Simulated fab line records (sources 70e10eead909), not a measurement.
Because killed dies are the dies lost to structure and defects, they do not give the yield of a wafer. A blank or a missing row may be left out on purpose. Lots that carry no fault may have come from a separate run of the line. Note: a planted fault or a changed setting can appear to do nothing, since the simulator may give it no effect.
Problem report in the 8D (eight disciplines) form, filled by code ; flow nand_harc ; the parts of the form that need people (team, actions taken, sign-off) are left out

1. WHAT IS WRONG
Wafers without a fault read 159.4 s, standard deviation 0.41; run_length_s at NHARC_THIN_TSV_ETCH_59 reads a mean of 146.3 s on 4 wafers belonging to 2 lots. That puts it -32 standard deviations away from the usual mean.
The step: etches the open film in Cl2/BCl3, target depth 880 nm, time 138.1 s.
The first sign was on wafer L713.1 at day 26 23:28, on rie_metal-03. At this step, 42 wafers from 14 lots have a number in the record. Rule for "out" (also "out of limits"): further than 4 standard deviations from the usual mean. Any other wafer with a number is counted as sound.

2. WHAT IT IS, AND WHAT IT ISN'T
question;is;is not
which readings at this step;run_length_s;bcl3_flow_sccm, drypump_motor_current_A, oes_product_au, throttle_valve_pct
which lots;L713, L714;L707, L708, L709, L710, L711, L715, L722, L723, L725, L727, L728, L730
which wafers of those lots;L713.1, L713.4, L714.1, L714.5;L713.6, L714.2
read on which tools;rie_metal-03;rie_metal-01, rie_metal-02
when;from day 26 23:28;"up to then (16 sound wafers); but 22 sound wafers of L714, L715, L722, L723, L725, L727, L728, L730 came after"

3. SUSPECTS, AND WHAT RULES EACH OUT
Counting: if a tool at a process step up to the reading ran every lot that is out, it stays a suspect. Sound lots after the first of them don't rule it out here, since some wafers of a struck lot are sound.
- rie_metal-03 at NHARC_THIN_TSV_ETCH_59 (etches the open film in Cl2/BCl3, target depth 880 nm, time 138.1 s): kept. Ran every lot that is out, first one L713 (day 26 23:28); last sound lot up to then L711 (day 25 10:00). Its own readings are out on those wafers: run_length_s.
After counting, what remains is rie_metal-03 at NHARC_THIN_TSV_ETCH_59.

4. THE CAUSE (what the simulator had put in)
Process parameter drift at NHARC_THIN_TSV_ETCH_59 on rie_metal-03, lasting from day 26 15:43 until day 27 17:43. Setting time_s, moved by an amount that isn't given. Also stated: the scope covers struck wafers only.
The count eliminated every tool but this one.

5. THE CHAIN OF EFFECTS, in route order
Each row: a reading where the mean over the struck wafers with a number is more than 3 standard deviations away from the usual. Readings are gone through only where the record gives a usual standard deviation; hours: the median, over the lots, of the time from a lot's start at the first step in this table giving one to that lot's start at this step; sigmas: the change measured in usual standard deviations.
hours;step;reading;usual;on struck wafers;change;sigmas
0;NHARC_THIN_TSV_ETCH_59;run_length_s;159.4 s;146.3;-13.1;-32
It contains these process steps:
- NHARC_THIN_TSV_ETCH_59: etches the open film in Cl2/BCl3, target depth 880 nm, time 138.1 s.
Readings that are blank on the struck wafers while sound wafers have them: bias_w at NHARC_THIN_TSV_ETCH_59.

6. HOW IT WOULD HAVE BEEN CAUGHT EARLIER
In this record no reading fell out of limits until day 26 23:28, 8 hours after the fault had begun at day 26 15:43.
